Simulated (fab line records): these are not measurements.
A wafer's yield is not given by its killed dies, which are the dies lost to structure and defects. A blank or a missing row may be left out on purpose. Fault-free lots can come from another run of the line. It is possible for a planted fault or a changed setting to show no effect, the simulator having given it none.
Split-lot trial	flow n5-finfet	route with 1938 steps; 7 lots, 21 wafers read

THE SPLIT ITSELF
At N5_WELL_APT_COAT_02 (resist thk 950 nm), the setting spin-rpm was moved away from the recipe's 1357 rpm on 9 of the 21 wafers read, by -9.1% to +9.3%. The other wafers ran this setting at the recipe's value.

The reading comes from the split's own step.

THE READING
coat_of_WELL_APT_COAT_02.thk-nm (the simulator's own value, which no gauge read), in nm, at N5_WELL_APT_COAT_02 (resist thk 950 nm). There is no usual value for it anywhere in the file. Across the 12 wafers here that went through the recipe, the average is 951.9 nm and the standard deviation 2.1 nm.

wafer	tool, chamber at the split	spin-rpm as run, rpm	against the recipe	coat_of_WELL_APT_COAT_02.thk-nm, nm	against lot-mates on the recipe
L075.1	litho-track-01, 0	1483	+9.3%	912.9	-41.4
L075.3	litho-track-01, 0	1357	recipe	954.3	-
L075.6	litho-track-01, 0	1483	+9.3%	910.5	-43.8
L081.2	litho-track-02, 0	1357	recipe	951.2	-
L081.5	litho-track-02, 0	1357	recipe	952.4	-
L081.6	litho-track-02, 0	1357	recipe	952.3	-
L083.1	litho-track-01, 0	1402	+3.3%	933.8	no lot-mate on the recipe
L083.3	litho-track-01, 0	1402	+3.3%	932.9	no lot-mate on the recipe
L083.4	litho-track-01, 0	1402	+3.3%	931.7	no lot-mate on the recipe
L086.2	litho-track-01, 0	1233	-9.1%	999.7	+47.2
L086.4	litho-track-01, 0	1357	recipe	952.5	-
L086.6	litho-track-01, 0	1233	-9.1%	998.5	+46.0
L088.1	litho-track-02, 0	1357	recipe	947.8	-
L088.3	litho-track-02, 0	1357	recipe	948.6	-
L088.6	litho-track-02, 0	1357	recipe	951.5	-
L093.1	litho-track-04, 0	1357	recipe	951.6	-
L093.2	litho-track-04, 0	1423	+4.9%	928	-23.6
L093.4	litho-track-04, 0	1423	+4.9%	928.9	-22.7
L095.2	litho-track-02, 0	1357	recipe	954.3	-
L095.4	litho-track-02, 0	1357	recipe	951.2	-
L095.6	litho-track-02, 0	1357	recipe	955.4	-

FIT RESULTS
A straight line over all 21 wafers: coat_of_WELL_APT_COAT_02.thk-nm changes by -4.85 nm for each +1% of spin-rpm; r = -0.99; the points scatter about the line by 2.8 nm.
The same after taking each lot's own level away (the mean of its wafers on the recipe; 18 wafers): -4.84 nm for each +1%; r = -1.00; scatter 1.6 nm.
Per that fit: largest spin-rpm move, reading shift of 45 nm.
Measured against the standard deviation above, the lots' own levels, which go from 949.30 to 954.30 nm, span 2.4 times it.
The two slopes are in agreement: the lot-to-lot level therefore moves the slope only a little.
Check: with one of the wafers moved furthest among these (+9.3%) left out of the fit, the line predicts -45.4 nm for it against its lot-mates. It came out at -41.4 nm against them.

THESE WAFERS: OTHER SPLITS
Other splits were also applied to these wafers ahead of the reading. Each is held against what the fit with the lots' levels taken away leaves over:
other split on the same wafers	wafers away from the commonest value	r with coat_of_WELL_APT_COAT_02.thk-nm (lot level and that fit taken away)
N5_ZERO_LAYER_EXPOSE_08 dose-mj	6	+0.22

FILE'S OWN FIT
coat_of_WELL_APT_COAT_02.thk-nm changes by -4.83 nm for each +1% of spin-rpm, r = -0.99.
